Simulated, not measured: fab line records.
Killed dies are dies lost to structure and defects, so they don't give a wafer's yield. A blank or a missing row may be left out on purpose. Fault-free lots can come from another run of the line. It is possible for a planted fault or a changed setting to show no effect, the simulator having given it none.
Split-lot study + flow n5_finfet + route with 1938 steps; 7 lots, 21 wafers read

== THE SPLIT ==
At N5_FIN_SAQP_FIN_ETCH_36 (etches the open film in HBr/Cl2/O2, target depth 120 nm, time 50.4 s), the setting bias_w was moved away from the recipe's 102 W on 7 of the 21 wafers read, by -11.6% to +16.6%. This setting was run at the recipe's value on the other wafers.

Reading taken at the split's own step.

== THE READING ==
SiNx_of_FIN_SAQP_HM_DEP_03.thk_nm (the simulator's own value, which no gauge read), in nm, at N5_FIN_SAQP_FIN_ETCH_36 (etches the open film in HBr/Cl2/O2, target depth 120 nm, time 50.4 s). No usual value for it is given in the file. Here, 14 wafers ran the recipe; their average is 21.2 nm with a standard deviation of 0.55 nm.

| wafer  | tool, chamber at the split | bias_w as run, W | against the recipe | SiNx_of_FIN_SAQP_HM_DEP_03.thk_nm, nm | against lot-mates on the recipe |
|--------|----------------------------|------------------|--------------------|---------------------------------------|---------------------------------|
| L074.1 | rie_si-02, 2               | 102              | recipe             | 21.4                                  | -                               |
| L074.3 | rie_si-02, 0               | 102              | recipe             | 21                                    | -                               |
| L074.5 | rie_si-02, 3               | 118.7            | +16.4%             | 19.4                                  | -1.8                            |
| L075.3 | rie_si-01, 0,3             | 102              | recipe             | 21.6                                  | -                               |
| L075.6 | rie_si-01, 0,3             | 102              | recipe             | 21.6                                  | -                               |
| L075.5 | rie_si-01, 0               | 102              | recipe             | 22                                    | -                               |
| L076.2 | rie_si-01, 1               | 102              | recipe             | 21                                    | -                               |
| L076.4 | rie_si-01, 0               | 92.9             | -8.9%              | 22.4                                  | +1.4                            |
| L076.6 | rie_si-01, 2               | 92.9             | -8.9%              | 21.8                                  | +0.8                            |
| L077.1 | rie_si-02, 0               | 102              | recipe             | 20.2                                  | -                               |
| L077.2 | rie_si-02, 3               | 102              | recipe             | 20.6                                  | -                               |
| L077.5 | rie_si-02, 3               | 102              | recipe             | 20.4                                  | -                               |
| L084.3 | rie_si-02, 1               | 118.9            | +16.6%             | 19.8                                  | -1.7                            |
| L084.4 | rie_si-02, 0               | 102              | recipe             | 21.4                                  | -                               |
| L084.5 | rie_si-02, 1               | 102              | recipe             | 21.6                                  | -                               |
| L086.1 | rie_si-06, 1               | 102              | recipe             | 20.6                                  | -                               |
| L086.3 | rie_si-06, 0               | 113              | +10.8%             | 19.6                                  | -1.7                            |
| L086.5 | rie_si-06, 1               | 102              | recipe             | 22                                    | -                               |
| L096.4 | rie_si-06, 3               | 90.15            | -11.6%             | 22.6                                  | +1.6                            |
| L096.5 | rie_si-06, 3               | 90.15            | -11.6%             | 22.2                                  | +1.2                            |
| L096.6 | rie_si-06, 2               | 102              | recipe             | 21                                    | -                               |
Rows listing several chambers each stand for several wafers; the file does not say which wafer went through which chamber.

FIT RESULTS
A straight line over all 21 wafers: SiNx_of_FIN_SAQP_HM_DEP_03.thk_nm changes by -0.105 nm for each +1% of bias_w; r = -0.84; the points scatter about the line by 0.51 nm.
The same after taking each lot's own level away (the mean of its wafers on the recipe; 21 wafers): -0.118 nm for each +1%; r = -0.95; scatter 0.31 nm.
That fit puts the effect of the largest move of bias_w on the reading at 2 nm.
The span of the lots' own levels, 20.40 to 21.73 nm, comes to 2.4 times the standard deviation stated above.
So the slope is not independent of the lot-to-lot level: the two fits are not the same.
Check: for one of the wafers moved furthest among these (+16.6%), held out of the fit, the line's prediction against its lot-mates is -2.05 nm. Against them it came out at -1.7 nm.

== OTHER SPLITS ON THESE WAFERS ==
These wafers also went through other splits before the reading. Each is held against what the fit with the lots' levels taken away leaves over:
| other split on the same wafers  | wafers away from the commonest value | r with SiNx_of_FIN_SAQP_HM_DEP_03.thk_nm (lot level and that fit taken away) |
|---------------------------------|--------------------------------------|------------------------------------------------------------------------------|
| N5_ZERO_LAYER_COAT_05 spin_rpm  | 8                                    | -0.31                                                                        |
| N5_ZERO_LAYER_EXPOSE_08 dose_mj | 6                                    | +0.04                                                                        |
| N5_FIN_SAQP_PEB_14 peb_time_s   | 5                                    | +0.18                                                                        |

== THE FILE'S OWN FIT ==
SiNx_of_FIN_SAQP_HM_DEP_03.thk_nm changes by -0.117 nm for each +1% of bias_w, r = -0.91.
